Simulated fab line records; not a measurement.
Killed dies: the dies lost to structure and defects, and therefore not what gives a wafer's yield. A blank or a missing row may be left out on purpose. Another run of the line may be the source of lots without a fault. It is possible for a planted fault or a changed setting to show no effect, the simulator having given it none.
Split-lot experiment ; flow n5_finfet ; 7 lots, 21 wafers read, on a route of 1938 steps

THE SPLIT
At N5_BEOL_M8_EXPOSE_25 (exposes mask V7, target cd 40 nm), the setting dose_mj was moved away from the recipe's 42.5 on 9 of the 21 wafers read, by -6.4% to +5.3%. For the rest of the wafers, this setting stayed at what the recipe calls for.

FROM THE SPLIT TO THE READING: what the file shows between them, 2 steps
- N5_BEOL_M8_PEB_26: peb time 60 s
- N5_BEOL_M8_DEVELOP_27: develop time 30 s

THE READING
Shown in nm: cd_nm at N5_BEOL_M8_CD_MEAS_28, with target cd 40 nm. On this fab line, fault-free wafers typically give 39.99 nm with a standard deviation of 0.23 nm.

wafer;tool, chamber at the split;dose_mj as run;against the recipe;cd_nm, nm;against lot-mates on the recipe
L077.1;euv_scanner-01, 0;40.91;-3.7%;39.11;-0.74
L077.3;euv_scanner-01, 0;40.91;-3.7%;39.18;-0.67
L077.4;euv_scanner-01, 0;42.5;recipe;39.85;-
L080.1;euv_scanner-02, 0;39.79;-6.4%;38.50;-1.34
L080.3;euv_scanner-02, 0;42.5;recipe;39.84;-
L080.4;euv_scanner-02, 0;39.79;-6.4%;38.54;-1.30
L082.1;euv_scanner-01, 0;44.38;+4.4%;40.56;+0.54
L082.4;euv_scanner-01, 0;44.38;+4.4%;40.72;+0.70
L082.6;euv_scanner-01, 0;42.5;recipe;40.02;-
L086.2;euv_scanner-02, 0;44.75;+5.3%;41.02;+1.40
L086.4;euv_scanner-02, 0;44.75;+5.3%;40.92;+1.30
L086.6;euv_scanner-02, 0;42.5;recipe;39.62;-
L091.1;euv_scanner-02, 0;42.5;recipe;40.05;-
L091.2;euv_scanner-02, 0;42.5;recipe;40.07;-
L091.3;euv_scanner-02, 0;42.5;recipe;40.15;-
L094.3;euv_scanner-01, 0;43.97;+3.5%;40.49;+0.63
L094.5;euv_scanner-01, 0;42.5;recipe;39.68;-
L094.6;euv_scanner-01, 0;42.5;recipe;40.04;-
L095.2;euv_scanner-02, 0;42.5;recipe;40.11;-
L095.3;euv_scanner-02, 0;42.5;recipe;40.01;-
L095.6;euv_scanner-02, 0;42.5;recipe;40.01;-

THE FIT
A straight line over all 21 wafers: cd_nm changes by +0.199 nm for each +1% of dose_mj; r = +0.98; the points scatter about the line by 0.15 nm.
The same after taking each lot's own level away (the mean of its wafers on the recipe; 21 wafers): +0.204 nm for each +1%; r = +0.98; scatter 0.15 nm.
Per that fit: largest dose_mj move, reading shift of 1.3 nm.
Across the lots, their own levels run from 39.620 to 40.090 nm, a range of 2.0 times the standard deviation given above.
Consequently the slope shifts little with the lot-to-lot level, the two slopes agreeing.
Check: with one of the wafers moved furthest among these (-6.4%) left out of the fit, the line predicts -1.29 nm for it against its lot-mates. Against them it came out at -1.34 nm.

THE WHOLE CHAIN: every reading that the file lists as answering this split, in the file's order
step;what it does;reading;change (the file's fit);r (the file's)
N5_BEOL_M8_CD_MEAS_28;target cd 40 nm;cd_nm;+0.202 nm for each +1% of the setting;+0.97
N5_BEOL_M8_DESCUM_33;chemistry O2, time 7 s;BEOL_M8.cd_nm (the simulator's own value, which no gauge read);+0.205 nm for each +1% of the setting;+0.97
N5_BEOL_M8_ETCH_72;etches underlayer in N2/H2, target depth 6.5 nm, time 5.2 s;BEOL_M8.cd_nm (the simulator's own value, which no gauge read);+0.208 nm for each +1% of the setting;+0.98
N5_BEOL_M8_ETCH_65;etches SiARC in CF4, target depth 15.6 nm, time 26 s;BEOL_M8.cd_nm (the simulator's own value, which no gauge read);+0.192 nm for each +1% of the setting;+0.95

THE FILE'S OWN FIT
cd_nm changes by +0.202 nm for each +1% of dose_mj, r = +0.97.
